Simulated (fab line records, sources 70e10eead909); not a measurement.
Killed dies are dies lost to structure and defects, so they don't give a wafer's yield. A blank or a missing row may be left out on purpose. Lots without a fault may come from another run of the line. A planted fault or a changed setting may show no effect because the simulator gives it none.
Chamber matching | flow nand_harc | NHARC_P_ZERO_WELL_DESCUM_39 on rie_diel-10: 4 sister chambers
The step chemistry O2, time 3 s. 4 wafers are shown with their chamber, then 8 later ones without.

WAFERS WITH THEIR CHAMBER
wafer  | chamber | showerhead_plenum_p_Torr (Torr)
L086.3 | 3       | 1.86
L090.1 | 0       | 1.94
L090.5 | 2       | 1.82
L094.4 | 1       | 1.86

WAFERS WITHOUT THEIR CHAMBER
wafer  | showerhead_plenum_p_Torr (Torr)
L094.5 | 1.81
L094.6 | 1.86
L095.1 | 1.93
L095.2 | 1.81
L095.5 | 1.81
L097.2 | 1.81
L097.3 | 1.86
L097.5 | 1.86

WHICH CHAMBER EACH WENT THROUGH
wafer  | from the rows above     | in truth
L094.5 | 2                       | 2
L094.6 | can't be placed: 1 or 3 | 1
L095.1 | 0                       | 0
L095.2 | 2                       | 2
L095.5 | 2                       | 2
L097.2 | 2                       | 2
L097.3 | can't be placed: 1 or 3 | 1
L097.5 | can't be placed: 1 or 3 | 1
Placed correctly: 5 of 8. Can't be placed from these rows: 3 (the true chamber is among the candidates in 3). Placed wrongly: 0.
How it was worked out, from the rows above alone: a wafer's distance from a chamber is the root of the sum, over the readings, of the square of ((its reading less the chamber's mean) divided by the reading's scatter). The wafer belongs to the nearest chamber; if the next one is less than 2 further off, it can't be placed. A chamber's mean is the mean of its shown wafers. The scatter: with one shown wafer a chamber, the root of the mean of the squares of how far each hidden wafer lies from its nearest shown one.
